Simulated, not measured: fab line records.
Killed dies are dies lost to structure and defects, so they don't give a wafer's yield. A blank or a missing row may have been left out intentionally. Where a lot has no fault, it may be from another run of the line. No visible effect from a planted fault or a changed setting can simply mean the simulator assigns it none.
fab line records	flow n5Finfet
[record] lots = 10	wafers = 29	lastDay = 17
route steps=1938 shown BEOL_M2@915 BEOL_M3@931 BEOL_M4@1111 PASSIVATION@1936
lots that met no fault: from a run of the same line without faults
startH: start of the lot's first displayed wafer, in hours after the record's first day	waitH: time in hours since the lot's previous step	" identical to the entry in the row above	L1.1+2: a row that stands for several wafers	- value missing, or start not given	* or withheld: withheld	< > ~ a bound
route shown NAME@n: names a module that has steps shown in the file, with the first one's number in the route	usual: the fault-free wafers' mean and standard deviation	same: alike in all rows	chamber/n: place in a boat	sites: readings site by site	_std_site: the values' standard deviation	_edge_site: the outer-site mean with the inner-site mean subtracted	radiusMm: how far each site lies from the wafer's centre	mask NAME#n: copy n	behind: the most recent tool/chamber to have shaped the wafer	hold: why the lot was held/for how many hours/how that ended	device: whichever transistor did not switch (one of n, p or np)	end of line: at the end of the route, the tests of the same wafers	step lacking rows: just its recipe	killed: at the first sort, the dies lost to defects and structure; wafer yield is something else	map: per-die view of a wafer (x killed, . not killed, _ where there is no die)
set.NAME: setting as actually run; set.NAME@STEP: the setting as run at that earlier step	model.NAME: the simulator's own value behind a step, which no gauge read
route steps across a sampled set of lots; one table per step, one row per wafer
services: a tool's chamber out of use, with start hour (startH, from the record's first day; less than 0 if before it), hours out, and reason
[[steps]]
[step N5_BEOL_M2_ANNEAL_91]
[recipe] tempC = 400	timeS = 240	ambient = vacuum
[usual] heaterPowerW = 854/110
[same] timeS = 240
lot.wafer	tool	chamber	startH	waitH	heaterPowerW
L596.1	pvdSputter-03	-	143.73	0.0	742
L596.4	"	-	"	"	895
L596.5	"	-	"	"	741
L597.2	pvdSputter-01	-	150.45	0.0	850
L597.3	"	-	"	"	912
L597.6	"	-	"	"	928
L600.1	pvdSputter-01	-	170.15	0.0	768
L600.5	"	-	"	"	925
L600.6	"	-	"	"	867
L602.4	pvdSputter-03	-	186.29	0.0	768
L602.5	"	-	"	"	832
L602.6	"	-	"	"	878
L604.1	pvdSputter-02	-	193.70	0.0	768
L604.2	"	-	"	"	1000
L604.4	"	-	"	"	703
L607.2	pvdSputter-03	-	216.18	0.0	878
L607.3	"	-	"	"	731
L607.5	"	-	"	"	868
L608.2	pvdSputter-03	-	219.38	0.0	759
L608.3	"	-	"	"	757
L608.6	"	-	"	"	865
L611.2	pvdSputter-03	-	249.86	0.0	823
L611.5	"	-	"	"	877
L616.1	pvdSputter-03	-	273.49	0.0	746
L616.2	"	-	"	"	738
L616.4	"	-	"	"	879
L618.1	pvdSputter-03	-	277.03	0.0	728
L618.2	"	-	"	"	893
L618.5	"	-	"	"	831
[step N5_BEOL_M2_SPUTTER_92]
[recipe] material = Cu	targetThkA = 45	tempC = -20	chamberPressurePa = 0.07	powerW = withheld	timeS = 8.29
[usual] throttleValvePct = 30.0/0.43
[same] timeS = 8.29
lot.wafer	tool	chamber	startH	waitH	throttleValvePct
L596.1	pvdSputter-03	-	143.87	0.1	30.3
L596.4	"	-	"	"	29.9
L596.5	"	-	"	"	30.1
L597.2	pvdSputter-01	-	150.59	0.1	29.8
L597.3	"	-	"	"	30.1
L597.6	"	-	"	"	29.8
L600.1	pvdSputter-01	-	170.29	0.1	30.8
L600.5	"	-	"	"	30.0
L600.6	"	-	"	"	29.6
L602.4	pvdSputter-03	-	186.44	0.1	30.0
L602.5	"	-	"	"	29.7
L602.6	"	-	"	"	29.6
L604.1	pvdSputter-02	-	193.84	0.1	30.1
L604.2	"	-	"	"	29.4
L604.4	"	-	"	"	29.8
L607.2	pvdSputter-03	-	216.32	0.1	30.0
L607.3	"	-	"	"	30.6
L607.5	"	-	"	"	30.1
L608.2	pvdSputter-03	-	219.52	0.1	30.4
L608.3	"	-	"	"	30.1
L608.6	"	-	"	"	29.8
L611.2	pvdSputter-03	-	250.00	0.1	29.7
L611.5	"	-	"	"	29.7
L616.1	pvdSputter-03	-	273.63	0.1	29.9
L616.2	"	-	"	"	30.6
L616.4	"	-	"	"	29.5
L618.1	pvdSputter-03	-	277.17	0.1	30.6
L618.2	"	-	"	"	29.8
L618.5	"	-	"	"	29.8
[step N5_BEOL_M2_CMP_52]
[recipe] stopOn = SiOC	tOverpolishS = 6.8	downForcePsi = 1	platenRpm = 50	clearingPlatenDownForcePsi = 1.5	clearingPlatenRpm = 50	postCmpClean = cuAlkaline	targetThkNm = 40	clearingPlatenPadVelocityMS = 0.99484	padVelocityMS = 0.99484
[usual] barrierFieldEndpointS = 24.8/0.54	motorCurrentA = 6.4/0.63	overpolishRunS = 6.800/0.0086	slurryFlowMlMin = 150.0/0.51	timeToEndpointS = 64.1/2.7
lot.wafer	tool	chamber	startH	waitH	barrierFieldEndpointS	motorCurrentA	overpolishRunS	slurryFlowMlMin	timeToEndpointS
L596.4	cmp-04	3	144.88	0.1	24.6	6.2	6.793	150.3	64.6
L596.1	"	2	"	"	24.8	6.5	6.813	149.9	65.8
L596.5	"	0	"	"	25.3	5.5	6.799	149.8	65.9
L597.3	cmp-04	1	151.53	0.2	24.5	6.3	6.806	150.3	66.4
L597.2	"	2	"	"	25.0	6.6	6.818	149.3	64.6
L597.6	"	1	"	"	24.5	5.9	6.799	150.7	63.5
L600.1	cmp-02	1	171.34	0.4	24.8	6.3	6.807	150.9	63.4
L600.5	"	2	"	"	25.0	6.4	6.807	150.4	65.4
L600.6	"	3	"	"	25.3	7.6	6.801	150.3	64.2
L602.4	cmp-02	2	187.42	0.1	25.0	6.2	6.799	149.5	64.2
L602.6	"	2	"	"	24.5	6.7	6.811	150.0	63.0
L602.5	"	3	"	"	24.8	7.8	6.795	150.5	63.3
L604.2	cmp-04	1	194.81	0.2	23.9	6.3	6.798	149.7	60.8
L604.1	"	2	"	"	24.1	6.5	6.794	150.1	63.0
L604.4	"	3	"	"	23.9	5.9	6.800	150.3	59.7
L607.3	cmp-04	3	217.29	0.2	25.2	6.2	6.797	150.5	58.5
L607.2	"	0	"	"	23.8	5.9	6.800	149.6	59.1
L607.5	"	3	"	"	25.5	6.1	6.791	149.8	59.5
L608.3	cmp-02	0	220.45	0.2	24.7	6.9	6.803	149.9	60.5
L608.2	"	1	"	"	24.5	6.4	6.795	149.9	62.1
L608.6	"	0	"	"	24.4	6.8	6.811	149.5	61.1
L611.2	cmp-03	0	251.09	0.3	24.4	5.5	6.810	150.0	67.3
L611.5	"	0	"	"	25.0	5.6	6.803	149.9	63.3
L616.4	cmp-03	0	274.60	0.2	25.1	5.7	6.807	150.9	62.7
L616.2	"	1	"	"	24.3	6.0	6.791	150.8	61.6
L616.1	"	2	"	"	24.4	6.1	6.809	149.6	63.0
L618.1	cmp-02	1	278.10	0.3	25.1	6.1	6.797	150.1	64.4
L618.2	"	2	"	"	25.0	6.4	6.812	149.6	65.9
L618.5	"	2	"	"	25.8	6.5	6.797	149.0	64.4
[step N5_BEOL_M3_ILD_DEP_00]
[recipe] material = SiOC	targetThkA = 790	tempC = 350	precursor = DEMS/O2	pressureTorr = 5	rfW = 500	timeS = 15.3
[usual] heaterPowerW = 557/63	showerheadPlenumPTorr = 5.695/0.013	throttleValvePct = 11.8/0.42
lot.wafer	tool	chamber	startH	waitH	heaterPowerW	showerheadPlenumPTorr	throttleValvePct
L596.1	pecvd-01	2	145.57	0.0	601	5.691	11.2
L596.4	"	1	"	"	562	5.679	11.8
L596.5	"	2	"	"	579	5.702	10.9
L597.2	pecvd-01	1	152.14	0.0	593	5.698	12.1
L597.3	"	2	"	"	548	5.699	10.8
L597.6	"	0	"	"	540	5.706	11.9
L600.1	pecvd-02	2	171.89	0.0	575	5.710	12.2
L600.5	"	0	"	"	567	5.703	11.7
L600.6	"	2	"	"	584	5.715	11.8
L602.4	pecvd-04	2	188.06	0.1	593	5.702	11.8
L602.5	"	0	"	"	743	5.702	11.7
L602.6	"	1	"	"	467	5.692	12.2
L604.1	pecvd-02	1	195.39	0.0	518	5.673	11.8
L604.2	"	0	"	"	490	5.692	11.5
L604.4	"	2	"	"	573	5.690	12.4
L607.2	pecvd-01	0	217.92	0.0	513	5.700	11.8
L607.3	"	1	"	"	565	5.680	12.0
L607.5	"	0	"	"	517	5.689	11.7
L608.2	pecvd-02	2	221.07	0.0	629	5.708	12.1
L608.3	"	1	"	"	539	5.684	11.8
L608.6	"	0	"	"	586	5.703	11.7
L611.2	pecvd-01	1	251.67	0.0	578	5.671	11.8
L611.5	"	2	"	"	524	5.692	11.0
L616.1	pecvd-01	2	275.18	0.0	543	5.689	11.0
L616.2	"	0	"	"	536	5.691	12.2
L616.4	"	2	"	"	538	5.700	11.2
L618.1	pecvd-02	0	278.72	0.0	535	5.709	11.8
L618.2	"	2	"	"	589	5.706	12.1
L618.5	"	2	"	"	591	5.716	12.5
[step N5_BEOL_M3_THK_MEAS_01]
[recipe] reads = SiOC_of_BEOL_M3_ILD_DEP_00
[usual] M3_ILD_THK = 78.9/0.98
lot.wafer	tool	chamber	startH	waitH	M3_ILD_THK[nm]
L596.1	filmMetro-02	-	145.63	0.0	77.4
L596.4	"	-	"	"	79.0
L596.5	"	-	"	"	77.7
L597.2	filmMetro-01	-	152.21	0.1	78.6
L597.3	"	-	"	"	79.4
L597.6	"	-	"	"	79.9
L600.1	filmMetro-01	-	171.96	0.0	76.5
L600.5	"	-	"	"	77.5
L600.6	"	-	"	"	78.6
L602.4	filmMetro-02	-	188.11	0.0	78.9
L602.5	"	-	"	"	79.9
L602.6	"	-	"	"	79.4
L604.1	filmMetro-01	-	195.45	0.0	78.4
L604.2	"	-	"	"	78.6
L604.4	"	-	"	"	79.9
L607.2	filmMetro-02	-	217.99	0.1	77.3
L607.3	"	-	"	"	77.3
L607.5	"	-	"	"	78.6
L608.2	filmMetro-02	-	221.14	0.1	79.4
L608.3	"	-	"	"	78.4
L608.6	"	-	"	"	79.0
L611.2	filmMetro-01	-	251.74	0.1	56.6
L611.5	"	-	"	"	57.0
L616.1	filmMetro-02	-	275.26	0.1	78.2
L616.2	"	-	"	"	56.8
L616.4	"	-	"	"	79.4
L618.1	filmMetro-02	-	278.79	0.0	79.1
L618.2	"	-	"	"	77.5
L618.5	"	-	"	"	79.8
[step N5_BEOL_M4_RC_MEAS_101]
[usual] DIBL_N = 36.4/1.4	DIBL_P = 36.3/1.5	IOFF_N = 0.162/0.023	IOFF_P = 0.211/0.027	ION_N = 676/9.7	ION_P = 463/6.4	SS_N = 71.5/0.5	SS_P = 73.3/0.6	VT_N = 249.3/2.5	VT_P = -249.9/2.8
lot.wafer	tool	chamber	startH	waitH	DIBL_N[mV/V]	DIBL_P[mV/V]	IOFF_N[nA/um]	IOFF_P[nA/um]	ION_N[uA/um]	ION_P[uA/um]	SS_N[mV/dec]	SS_P[mV/dec]	VT_N[mV]	VT_P[mV]
L596.1	prober-02	0	163.23	0.0	37.8	35.0	0.163	0.205	663	456	72.0	73.1	250.6	-251.6
L596.4	"	0	"	"	37.2	35.9	0.155	0.225	672	466	71.1	72.1	249.4	-249.4
L596.5	"	0	"	"	38.0	36.3	0.161	0.222	664	457	71.8	73.2	250.6	-248.1
L597.2	prober-02	0	173.70	0.2	36.4	35.9	0.157	0.212	680	470	70.9	73.2	248.7	-249.4
L597.3	"	0	"	"	37.6	36.8	0.184	0.222	685	468	71.6	73.4	247.1	-247.8
L597.6	"	0	"	"	36.8	35.5	0.168	0.214	683	468	71.6	72.8	247.9	-248.2
L600.1	prober-01	0	195.49	0.0	37.1	37.2	0.183	0.225	700	469	71.8	73.9	247.9	-248.5
L600.5	"	0	"	"	35.7	35.8	0.159	0.202	688	467	71.3	73.1	246.8	-252.4
L600.6	"	0	"	"	36.9	37.4	0.177	0.217	693	467	71.5	74.4	248.6	-251.1
L602.4	prober-01	0	212.91	0.5	33.7	33.6	0.121	0.176	664	462	70.7	72.0	253.4	-253.6
L602.5	"	0	"	"	36.4	36.3	0.162	0.223	671	461	70.9	72.7	249.2	-250.1
L602.6	"	0	"	"	37.4	38.2	0.174	0.237	670	458	71.6	73.3	249.3	-247.8
L604.1	prober-02	0	226.78	0.0	35.5	36.8	0.164	0.225	658	457	71.6	72.9	248.2	-250.1
L604.2	"	0	"	"	34.9	34.7	0.145	0.190	661	456	71.4	72.5	249.2	-251.2
L604.4	"	0	"	"	36.8	38.0	0.188	0.240	677	466	72.1	72.9	245.8	-249.5
L607.2	prober-02	0	237.07	0.2	37.0	36.7	0.177	0.185	682	456	71.9	73.0	247.8	-255.2
L607.3	"	0	"	"	37.2	38.1	0.190	0.202	687	458	71.6	74.1	247.5	-252.1
L607.5	"	0	"	"	37.8	37.9	0.192	0.205	686	459	71.6	73.4	244.2	-253.5
L608.2	prober-02	0	241.10	0.2	38.3	37.4	0.166	0.247	669	462	71.2	73.4	248.3	-245.2
L608.3	"	0	"	"	36.5	35.2	0.143	0.202	679	467	71.3	73.2	247.4	-248.1
L608.6	"	0	"	"	37.7	36.0	0.160	0.222	670	455	71.3	72.9	249.1	-247.1
L611.5	prober-02	0	272.53	0.6	38.5	38.1	0.177	0.247	692	472	71.7	73.6	246.2	-246.2
L616.1	prober-01	0	294.52	0.0	37.0	36.4	0.156	0.200	667	459	72.0	74.1	250.4	-252.9
L616.2	"	0	"	"	37.3	36.7	0.175	0.210	675	459	71.3	74.1	249.3	-251.6
L616.4	"	0	"	"	36.8	36.8	0.174	0.204	687	470	71.8	74.6	245.5	-251.3
L618.1	prober-02	0	297.84	0.0	34.1	32.7	0.122	0.172	674	465	70.9	72.6	252.4	-251.9
L618.2	"	0	"	"	37.0	36.4	0.164	0.225	673	463	71.6	73.3	248.5	-248.6
L618.5	"	0	"	"	35.6	35.0	0.149	0.198	691	470	71.2	73.7	247.3	-248.5
[step N5_PASSIVATION_PROBE_49]
[usual] defectLimitedYield = 91.3/1.3	killed_at_M0_to_M3 = 33/8.9	killed_at_M4_up = 15/5.4	killedAtContacts = 13/5.8	killedAtFrontEnd = 39/9.9	killedAtOther = 3.2/2.9	killedDies = 102/15	killedOnRim = 13/3.7	killedOpen = 68/12	killedShort = 34/7.6	sort_bin_5_function = 5.1/0.89	sort_bin_6_memory = 3.2/0.63	sort_bin_8_speed = 0.00/0.007	sortNPass = 1078/15
[same] grossDies = 1180	killedAtBackSide = 0	sort_bin_4_leakage[%] = 0
lot.wafer	tool	chamber	startH	waitH	defectLimitedYield[%]	killed_at_M0_to_M3	killed_at_M4_up	killedAtContacts	killedAtFrontEnd	killedAtOther	killedDies	killedOnRim	killedOpen	killedShort	sort_bin_5_function[%]	sort_bin_6_memory[%]	sort_bin_8_speed[%]	sortNPass
L596.1	prober-01	-	266.59	0.0	91.6	45	12	20	18	4	99	11	55	43	4.5	3.6	0	1081
L596.4	prober-01	-	266.74	0.2	93.1	25	14	14	28	1	82	6	55	26	4.5	2.4	0	1098
L596.5	prober-01	-	266.79	0.2	93.6	26	16	10	22	2	76	10	59	16	4.1	2.3	0	1104
L597.2	prober-02	-	268.61	0.1	90.0	33	15	15	55	0	118	18	88	30	5.9	3.9	0	1062
L597.3	prober-02	-	268.66	0.1	89.9	28	20	22	48	1	119	16	84	35	5.2	4.6	0	1061
L597.6	prober-02	-	268.81	0.3	92.4	17	27	11	35	0	90	11	63	27	4.7	3.0	0	1090
L600.1	prober-02	-	301.04	0.0	92.0	25	7	14	39	9	94	10	62	32	4.5	3.0	0	1086
L600.5	prober-02	-	301.24	0.2	92.4	20	21	16	29	4	90	9	63	27	5.0	2.4	0	1090
L600.6	prober-02	-	301.29	0.3	91.6	29	17	4	45	4	99	10	75	24	4.6	3.5	0	1081
L602.4	prober-01	-	318.07	0.2	91.4	39	8	12	38	5	102	10	55	47	4.7	3.3	0	1078
L602.5	prober-01	-	318.12	0.2	90.3	36	13	16	45	4	114	12	79	35	5.2	4.2	0	1066
L602.6	prober-01	-	318.17	0.3	91.4	24	12	16	46	3	101	14	69	32	4.6	3.6	0	1079
L604.1	prober-01	-	331.56	0.0	89.7	31	14	13	59	5	122	16	86	36	6.7	3.1	0	1058
L604.2	prober-01	-	331.61	0.1	92.2	26	21	3	40	2	92	14	54	38	4.0	3.5	0	1088
L604.4	prober-01	-	331.71	0.2	90.2	39	18	13	45	1	116	13	82	34	5.5	4.1	0	1064
L607.2	prober-01	-	332.60	0.1	89.2	60	10	24	32	1	127	15	79	48	5.8	4.6	0	1053
L607.3	prober-01	-	332.65	0.1	91.1	41	9	8	47	0	105	14	76	29	5.3	3.4	0	1075
L607.5	prober-01	-	332.75	0.2	91.9	33	9	11	35	7	95	18	63	32	4.8	2.9	0	1085
L608.2	prober-02	-	345.31	0.1	90.3	40	14	8	51	2	115	17	74	40	5.9	3.6	0	1065
L608.3	prober-02	-	345.36	0.1	90.7	21	13	18	57	1	110	11	72	38	5.4	3.6	0	1070
L608.6	prober-02	-	345.51	0.3	89.0	32	13	14	66	5	130	10	81	48	7.4	3.6	0	1050
L611.2	prober-02	-	374.12	0.1	38.1	663	16	13	35	3	730	140	63	33	5.1	3.1	24.32	450
L611.5	prober-02	-	374.27	0.2	48.1	535	13	16	43	5	612	131	69	28	5.3	2.7	17.20	568
L618.1	prober-02	-	403.86	0.0	92.2	25	10	12	45	0	92	15	62	30	4.6	2.9	0	1088
L618.2	prober-02	-	403.91	0.1	93.6	28	3	13	29	2	75	8	50	25	3.7	2.4	0	1105
L618.5	prober-02	-	404.06	0.2	91.0	34	12	10	49	1	106	14	68	38	5.6	2.8	0	1074
L616.1	prober-01	-	405.58	0.0	87.5	42	19	34	53	0	148	15	93	54	7.8	4.4	0	1032
L616.2	prober-01	-	405.63	0.1	44.7	566	19	17	48	2	652	134	74	42	5.2	4.4	18.47	528
L616.4	prober-01	-	405.73	0.2	89.1	47	18	17	46	1	129	19	98	30	6.7	4.2	0	1051
// killed by level:class
L596.1 BEOL_M0_SAQP:geometricParticle:short=14 MOL_CONTACT_COAG:geometricParticle:open=13 BEOL_M2:geometricParticle:open=12 BEOL_M0_SAQP:geometricParticle:open=10 MOL_CONTACT_COAG:geometricParticle:short=7 BEOL_M4:geometricParticle:short=4 ILD0:geometricParticle:short=3 BEOL_M3:geometricParticle:short=3
L596.4 BEOL_M0_SAQP:geometricParticle:short=10 MOL_CONTACT_COAG:geometricParticle:open=9 BEOL_M0_SAQP:geometricParticle:open=6 BEOL_M3:geometricParticle:open=6 BEOL_M4:geometricParticle:open=6 MOL_CONTACT_COAG:geometricParticle:short=5 STARTING-WAFER:geometricParticle:open=5 FIN_SAQP:geometricParticle:open=4
L596.5 FIN_SAQP:geometricParticle:open=9 BEOL_M2:geometricParticle:open=9 MOL_CONTACT_COAG:geometricParticle:open=7 BEOL_M3:geometricParticle:open=6 BEOL_M4:geometricParticle:open=6 DUMMY_GATE:geometricParticle:open=5 BEOL_M0_SAQP:geometricParticle:short=4 FIN_SAQP:geometricParticle:short=3
L597.2 MOL_CONTACT_COAG:geometricParticle:open=14 DUMMY_GATE:geometricParticle:open=13 BEOL_M1:geometricParticle:open=13 STI_FIN_REVEAL:geometricParticle:open=9 BEOL_M4:geometricParticle:open=9 GATE_CUT:geometricParticle:short=9 FIN_SAQP:geometricParticle:short=8 BEOL_M2:geometricParticle:open=7
L597.3 STI_FIN_REVEAL:geometricParticle:open=21 MOL_CONTACT_COAG:geometricParticle:open=15 BEOL_M4:geometricParticle:open=14 GATE_CUT:geometricParticle:short=8 MOL_CONTACT_COAG:geometricParticle:short=7 BEOL_M0_SAQP:geometricParticle:open=6 BEOL_M2:geometricParticle:open=6 DUMMY_GATE:geometricParticle:open=4
L597.6 BEOL_M4:geometricParticle:open=20 STI_FIN_REVEAL:geometricParticle:open=10 MOL_CONTACT_COAG:geometricParticle:open=10 FIN_SAQP:geometricParticle:short=7 BEOL_M0_SAQP:geometricParticle:open=6 DUMMY_GATE:geometricParticle:open=4 GATE_CUT:geometricParticle:short=3 STARTING-WAFER:geometricParticle:short=3
L600.1 MOL_CONTACT_COAG:geometricParticle:open=13 FIN_SAQP:geometricParticle:open=9 FIN_SAQP:geometricParticle:short=8 BEOL_M2:geometricParticle:open=7 STI_FIN_REVEAL:geometricParticle:open=5 BEOL_M0_SAQP:geometricParticle:open=5 PASS1_CAP:geometricParticle:short=5 STARTING-WAFER:geometricParticle:open=4
L600.5 BEOL_M4:geometricParticle:open=12 MOL_CONTACT_COAG:geometricParticle:open=11 FIN_SAQP:geometricParticle:open=7 STI_FIN_REVEAL:geometricParticle:open=7 MOL_CONTACT_COAG:geometricParticle:short=5 BEOL_M0_SAQP:geometricParticle:open=4 BEOL_M1:geometricParticle:open=4 BEOL_M3:geometricParticle:open=4
L600.6 FIN_SAQP:geometricParticle:open=17 BEOL_M2:geometricParticle:open=11 BEOL_M4:geometricParticle:open=8 BEOL_M1:geometricParticle:open=6 STI_FIN_REVEAL:geometricParticle:open=6 ILD0:geometricParticle:short=6 BEOL_M3:geometricParticle:open=6 FIN_SAQP:geometricParticle:short=5
L602.4 BEOL_M0_SAQP:geometricParticle:short=13 FIN_SAQP:geometricParticle:short=9 BEOL_M0_SAQP:geometricParticle:open=9 FIN_SAQP:geometricParticle:open=8 MOL_CONTACT_COAG:geometricParticle:short=6 MOL_CONTACT_COAG:geometricParticle:open=6 STI_FIN_REVEAL:geometricParticle:open=4 DUMMY_GATE:geometricParticle:open=4
L602.5 BEOL_M0_SAQP:geometricParticle:open=14 MOL_CONTACT_COAG:geometricParticle:open=12 FIN_SAQP:geometricParticle:open=9 STI_FIN_REVEAL:geometricParticle:open=9 BEOL_M4:geometricParticle:open=8 BEOL_M2:geometricParticle:open=8 GATE_CUT:geometricParticle:short=7 BEOL_M0_SAQP:geometricParticle:short=7
L602.6 MOL_CONTACT_COAG:geometricParticle:open=13 FIN_SAQP:geometricParticle:short=12 FIN_SAQP:geometricParticle:open=11 BEOL_M0_SAQP:geometricParticle:open=8 STI_FIN_REVEAL:geometricParticle:open=7 BEOL_M2:geometricParticle:open=6 BEOL_M4:geometricParticle:open=4 STARTING-WAFER:geometricParticle:open=3
L604.1 STI_FIN_REVEAL:geometricParticle:open=15 MOL_CONTACT_COAG:geometricParticle:open=11 FIN_SAQP:geometricParticle:short=10 FIN_SAQP:geometricParticle:open=9 DUMMY_GATE:geometricParticle:open=9 BEOL_M2:geometricParticle:open=8 BEOL_M4:geometricParticle:open=8 BEOL_M3:geometricParticle:open=5
L604.2 BEOL_M4:geometricParticle:open=7 DUMMY_GATE:geometricParticle:open=6 BEOL_M0:geometricParticle:open=6 FIN_SAQP:geometricParticle:short=5 STI_FIN_REVEAL:geometricParticle:open=5 GATE_CUT:geometricParticle:short=5 FIN_SAQP:geometricParticle:open=4 FIN_CUT:geometricParticle:short=4
L604.4 BEOL_M3:geometricParticle:open=13 STI_FIN_REVEAL:geometricParticle:open=9 FIN_SAQP:geometricParticle:short=8 MOL_CONTACT_COAG:geometricParticle:open=8 BEOL_M4:geometricParticle:open=8 FIN_SAQP:geometricParticle:open=6 GATE_CUT:geometricParticle:short=5 MOL_CONTACT_COAG:geometricParticle:short=5
L607.2 MOL_CONTACT_COAG:geometricParticle:open=18 BEOL_M0_SAQP:geometricParticle:open=17 BEOL_M0_SAQP:geometricParticle:short=13 BEOL_M2:geometricParticle:open=8 FIN_SAQP:geometricParticle:open=7 DUMMY_GATE:geometricParticle:open=7 BEOL_M3:geometricParticle:open=7 MOL_CONTACT_COAG:geometricParticle:short=6
L607.3 STI_FIN_REVEAL:geometricParticle:open=16 BEOL_M3:geometricParticle:open=13 BEOL_M0_SAQP:geometricParticle:short=8 BEOL_M2:geometricParticle:open=8 DUMMY_GATE:geometricParticle:open=7 BEOL_M0_SAQP:geometricParticle:open=7 FIN_SAQP:geometricParticle:open=6 MOL_CONTACT_COAG:geometricParticle:open=6
L607.5 FIN_SAQP:geometricParticle:open=10 FIN_SAQP:geometricParticle:short=9 MOL_CONTACT_COAG:geometricParticle:open=9 BEOL_M1:geometricParticle:open=8 DUMMY_GATE:geometricParticle:open=5 BEOL_M0_SAQP:geometricParticle:open=5 BEOL_M0_SAQP:geometricParticle:short=5 STI_FIN_REVEAL:geometricParticle:open=4
L608.2 FIN_SAQP:geometricParticle:short=16 STI_FIN_REVEAL:geometricParticle:open=13 BEOL_M0_SAQP:geometricParticle:open=11 FIN_SAQP:geometricParticle:open=8 BEOL_M1:geometricParticle:open=8 BEOL_M3:geometricParticle:open=8 BEOL_M4:geometricParticle:open=8 MOL_CONTACT_COAG:geometricParticle:open=7
L608.3 FIN_SAQP:geometricParticle:open=19 FIN_SAQP:geometricParticle:short=18 MOL_CONTACT_COAG:geometricParticle:open=17 BEOL_M2:geometricParticle:open=7 GATE_CUT:geometricParticle:short=7 BEOL_M0_SAQP:geometricParticle:open=5 GATE_CUT:geometricParticle:open=4 BEOL_M4:geometricParticle:open=4
L608.6 FIN_SAQP:geometricParticle:short=21 FIN_SAQP:geometricParticle:open=16 MOL_CONTACT_COAG:geometricParticle:open=12 BEOL_M1:geometricParticle:open=10 STI_FIN_REVEAL:geometricParticle:open=9 GATE_CUT:geometricParticle:short=8 BEOL_M2:geometricParticle:open=6 BEOL_M0_SAQP:geometricParticle:open=6
L611.2 BEOL_M3:areaDep=346 BEOL_M3:areaEcd=287 MOL_CONTACT_COAG:geometricParticle:open=9 BEOL_M0_SAQP:geometricParticle:short=9 STI_FIN_REVEAL:geometricParticle:open=8 BEOL_M4:geometricParticle:open=8 BEOL_M3:geometricParticle:open=8 DUMMY_GATE:geometricParticle:open=7
L611.5 BEOL_M3:areaDep=312 BEOL_M3:areaEcd=203 STI_FIN_REVEAL:geometricParticle:open=14 MOL_CONTACT_COAG:geometricParticle:open=13 FIN_SAQP:geometricParticle:open=10 BEOL_M4:geometricParticle:open=8 STI_FIN_REVEAL:geometricParticle:short=6 BEOL_M3:geometricParticle:open=5
L618.1 STI_FIN_REVEAL:geometricParticle:open=11 MOL_CONTACT_COAG:geometricParticle:open=11 FIN_SAQP:geometricParticle:short=8 BEOL_M4:geometricParticle:open=8 BEOL_M0_SAQP:geometricParticle:short=7 STARTING-WAFER:geometricParticle:short=7 DUMMY_GATE:geometricParticle:open=5 BEOL_M1:geometricParticle:open=5
L618.2 MOL_CONTACT_COAG:geometricParticle:open=10 BEOL_M0_SAQP:geometricParticle:open=9 BEOL_M1:geometricParticle:open=8 STI_FIN_REVEAL:geometricParticle:open=6 GATE_CUT:geometricParticle:short=6 GATE_CUT:geometricParticle:open=3 MOL_CONTACT_COAG:geometricParticle:short=3 BEOL_M2:geometricParticle:short=3
L618.5 BEOL_M1:geometricParticle:open=13 FIN_SAQP:geometricParticle:short=12 MOL_CONTACT_COAG:geometricParticle:open=10 STI_FIN_REVEAL:geometricParticle:open=8 BEOL_M4:geometricParticle:open=8 GATE_CUT:geometricParticle:short=7 FIN_SAQP:geometricParticle:open=6 GATE_CUT:geometricParticle:open=5
L616.1 MOL_CONTACT_COAG:geometricParticle:open=26 BEOL_M1:geometricParticle:open=12 BEOL_M4:geometricParticle:short=11 DUMMY_GATE:geometricParticle:open=10 MOL_CONTACT_COAG:geometricParticle:short=8 STI_FIN_REVEAL:geometricParticle:open=7 FIN_SAQP:geometricParticle:short=6 FIN_SAQP:geometricParticle:open=6
L616.2 BEOL_M3:areaDep=318 BEOL_M3:areaEcd=218 MOL_CONTACT_COAG:geometricParticle:open=13 BEOL_M2:geometricParticle:open=8 STI_FIN_REVEAL:geometricParticle:open=8 FIN_SAQP:geometricParticle:open=6 DUMMY_GATE:geometricParticle:open=6 BEOL_M3:geometricParticle:open=6
L616.4 BEOL_M3:geometricParticle:open=21 DUMMY_GATE:geometricParticle:open=13 MOL_CONTACT_COAG:geometricParticle:open=12 FIN_SAQP:geometricParticle:open=6 BEOL_M0:geometricParticle:open=6 BEOL_M2:geometricParticle:open=6 BEOL_M4:geometricParticle:open=6 STI_FIN_REVEAL:geometricParticle:open=5
[[services]]
tool	chamber	startH	hours	kind
pecvd-01	-	130.28	0.3	repair
cmp-02	-	144.15	2.5	repair
cmp-04	-	145.72	5.4	pm
pecvd-02	0	152.39	2.1	scheduledDown
cmp-04	-	153.98	1.3	repair
cmp-02	-	156.20	0.8	repair
pecvd-02	2	157.97	5.5	scheduledDown
pvdSputter-01	-	164.86	1.5	repair
pecvd-04	2	172.95	2.1	scheduledDown
pvdSputter-02	-	187.05	3.7	repair
cmp-03	-	210.09	40.3	repair
cmp-04	-	213.26	4.0	pm
cmp-04	-	217.26	-	consumableReplace:conditioner
cmp-04	-	217.26	-	consumableReplace:pad
cmp-04	-	218.03	3.4	repair
cmp-02	-	226.81	4.0	pm
cmp-02	-	230.81	-	consumableReplace:conditioner
cmp-02	-	230.81	-	consumableReplace:pad
cmp-02	-	232.15	6.3	pm
cmp-04	-	242.97	1.0	repair
cmp-04	-	250.39	14.2	pm
cmp-02	-	253.63	2.3	repair
pecvd-01	1	274.01	5.5	scheduledDown
cmp-04	-	276.82	1.1	repair
[[key]]
[firstSign] step = N5_BEOL_M3_THK_MEAS_01	reading = M3_ILD_THK	direction = down	sigmas = 23	usual = 78.9	struck = 56.8
[effect] step = N5_PASSIVATION_PROBE_49	reading = sort_bin_8_speed	direction = up	sigmas = 99+	usual = 0.00	struck = 20.00
[moreKillsBornAt] N5_BEOL_M3_ILD_DEP_00@pecvd-01 = 976	N5_BEOL_M3_ECD_50@ecdCu-01 = 708
metAt N5_BEOL_M3_ILD_DEP_00
struckLots L611,L616
struckWafers L611.2,L611.5,L616.2
laterRowsLeftOut L611.2
notActingAt N5_BEOL_M2_ANNEAL_91,N5_BEOL_M2_SPUTTER_92,N5_BEOL_M2_CMP_52
onsetBetween 217.92 251.67
[fault] kind = processParameterDrift	tool = pecvd-01	chamber = -	onsetH = 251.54	steps = N5_BEOL_M3_ILD_DEP_00	channel = timeS	offset = *	shape = step	endH = 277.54	scope = struckWafersOnly	actsIn = *	stated = *
// laterRowsLeftOut: the simulator's readings of these wafers behind a module that went badly wrong aren't trusted and aren't shown, but for the sort
